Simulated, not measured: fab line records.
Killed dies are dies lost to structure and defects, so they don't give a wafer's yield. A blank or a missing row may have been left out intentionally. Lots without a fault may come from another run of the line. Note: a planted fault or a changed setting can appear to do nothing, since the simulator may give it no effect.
A struck lot beside a sound one :: flow n5_finfet :: 19 steps out of a route of 1938
Sound: the wafers L210.1, L210.4, L210.6. Wafers L219.1, L219.5, L219.6 were the ones struck. The cause comes at the end.
At each step with rows: each side's tool, then ch and its chambers, then its first start. Under that, the readings that differ: sound wafers :: struck wafers :: difference of the means :: sigmas: that difference in standard deviations of wafers without a fault.
alike: readings with means less than 2 such deviations apart, plus words and numbers identical on both sides. not compared: withheld readings, readings lacking a value on some wafer, bounds such as >300 that could conceal the same value, and numbers that have no deviation in the record and whose values overlap.
Wherever a step has rows on one side only, a row that says differs or no value, or a row with sigmas, the two part there. When numbers do not overlap yet have no deviation, they are printed without sigmas and do not part them. A reading that every wafer of one side lacks parts them only if that side has two wafers or more.

first, 8 steps without rows for these wafers: N5_BEOL_M1_COAT_68 (time 60 s, resist thk 12 nm); N5_BEOL_M1_COAT_76 (time 60 s, resist thk 5 nm); N5_BEOL_M1_COAT_22 (resist thk 30 nm); N5_BEOL_M1_EBR_24; N5_BEOL_M1_SOFTBAKE_23 (time 60 s); N5_BEOL_M1_EXPOSE_25 (exposes mask V0, defocus 5 nm, target cd 24 nm); N5_BEOL_M1_PEB_26 (peb time 60 s); N5_BEOL_M1_DEVELOP_27 (develop time 30 s).
N5_BEOL_M1_CD_MEAS_28: target cd y 23.3 nm.
  sound on cd_sem-02 ch 0, day 6 22:04; struck on cd_sem-01 ch 0, day 9 04:33
  alike: cd_nm
N5_BEOL_M1_OVL_MEAS_29:
  sound on overlay-02 ch 0, day 6 22:05; struck on overlay-01 ch 0, day 9 04:35
  alike: V0_OVL
N5_BEOL_M1_INSPECT_30: inspects for defects (brightfield).
  sound on defect_inspect-02 at day 6 22:09; struck on defect_inspect-01 at day 9 04:38
  alike: raw_defect_count
N5_BEOL_M1_DESCUM_33: chemistry O2, time 7 s.
  sound on rie_diel-02 ch 1,3, day 6 22:11; struck on rie_diel-02 ch 2,3, day 9 04:40
  alike: drypump_motor_current_A, oes_product_au, rf_vpp_V, showerhead_plenum_p_Torr, throttle_valve_pct
  not compared: rf_hours_counter_h
N5_BEOL_M1_ETCH_77: etches underlayer in N2/H2, target depth 6.5 nm, time 5.2 s.
  sound on rie_diel-02 ch 1,3, day 6 22:13; struck on rie_diel-02 ch 2,3, day 9 04:43
  no value came back on the struck wafers for any of 8 readings (bias_w (W), chamber_pressure_mTorr (mTorr) and others); on the sound wafers bias_w (W) reads 149.7 149.3 150.6
reading: model.CAR-EUV_of_BEOL_M1_COAT_22.thk_nm (nm)
sound: 20.4 20.4 20.4
struck: 26.2 26.2 26.2
difference: +5.8
sigmas: 
  not compared: rf_hours_counter_h
N5_BEOL_M1_ETCH_69: etches SiARC in CF4, target depth 15.6 nm, time 26 s.
  sound on rie_diel-02 ch 1,3, day 6 22:14; struck on rie_diel-02 ch 2,3, day 9 04:43
reading: bias_w (W)
sound: 35.67 35.98 35.73
struck: 36.21 36.09 35.92
difference: +0.28
sigmas: +2
  alike: cf4_flow_sccm, drypump_motor_current_A, etch_rf_on_time_s, oes_product_au, rf_vpp_V, showerhead_plenum_p_Torr, throttle_valve_pct
  not compared: rf_hours_counter_h
N5_BEOL_M1_ALD_98: deposits SiO2, target thk 2.5 nm, pulse time 1 s, co reactant pulse time 1 s.
  sound on ald_sin-02 ch 2,3, day 6 22:19; struck on ald_sin-01 ch 0,1,2, day 9 04:49
  alike: heater_power_w, precursor_pulse_height_rel, susceptor_temp_C
N5_BEOL_M1_ETCHBACK_99: etches SiO2 in CHF3, target depth 5 nm, time 10.4 s.
  sound on rie_diel-06 ch 0,1,2, day 8 06:44; struck on rie_diel-05 ch 0,1, day 9 11:50
reading: model.CAR-EUV_of_BEOL_M1_COAT_22.thk_nm (nm)
sound: 10.6 10.4 10.6
struck: 16.2 16.2 16.2
difference: +5.7
sigmas: 
  alike: drypump_motor_current_A, oes_product_au, rf_vpp_V, showerhead_plenum_p_Torr, throttle_valve_pct
  not compared: rf_hours_counter_h
N5_BEOL_M1_ETCH_70: etches SOC in N2/H2, target depth 80 nm, overetch 16 nm, time 120 s.
  sound on rie_diel-06 ch 0,1,2, day 8 06:46; struck on rie_diel-05 ch 0,1, day 9 11:53
  alike: bias_w, chamber_pressure_mTorr, drypump_motor_current_A, oes_product_au, rf_vpp_V, showerhead_plenum_p_Torr, throttle_valve_pct
  not compared: rf_hours_counter_h
-- record jumps: 4 days separate the struck wafers' starts on either side; left off in module BEOL_M1, taken up again in module BEOL_M4, whose first shown step is the route's number 1111 --
N5_BEOL_M4_RC_MEAS_101:
  sound on prober-01 ch 0, day 11 19:55; struck on prober-02 ch 0, day 13 09:08
  alike: DIBL_N, DIBL_P, IOFF_N, IOFF_P, ION_N, ION_P, SS_N, SS_P, VT_N, VT_P
-- record jumps: 6 days separate the struck wafers' starts on either side; left off in module BEOL_M4, taken up again in module PASSIVATION, whose first shown step is the route's number 1936 --
N5_PASSIVATION_PROBE_49:
  rows exist in the record for the struck wafers here (prober-02, day 18 21:08), but not for the sound ones

WHERE THEY PART
Last at N5_PASSIVATION_PROBE_49 as far as this record goes, first at N5_BEOL_M1_ETCH_77.

WHY: whatever the simulator had introduced
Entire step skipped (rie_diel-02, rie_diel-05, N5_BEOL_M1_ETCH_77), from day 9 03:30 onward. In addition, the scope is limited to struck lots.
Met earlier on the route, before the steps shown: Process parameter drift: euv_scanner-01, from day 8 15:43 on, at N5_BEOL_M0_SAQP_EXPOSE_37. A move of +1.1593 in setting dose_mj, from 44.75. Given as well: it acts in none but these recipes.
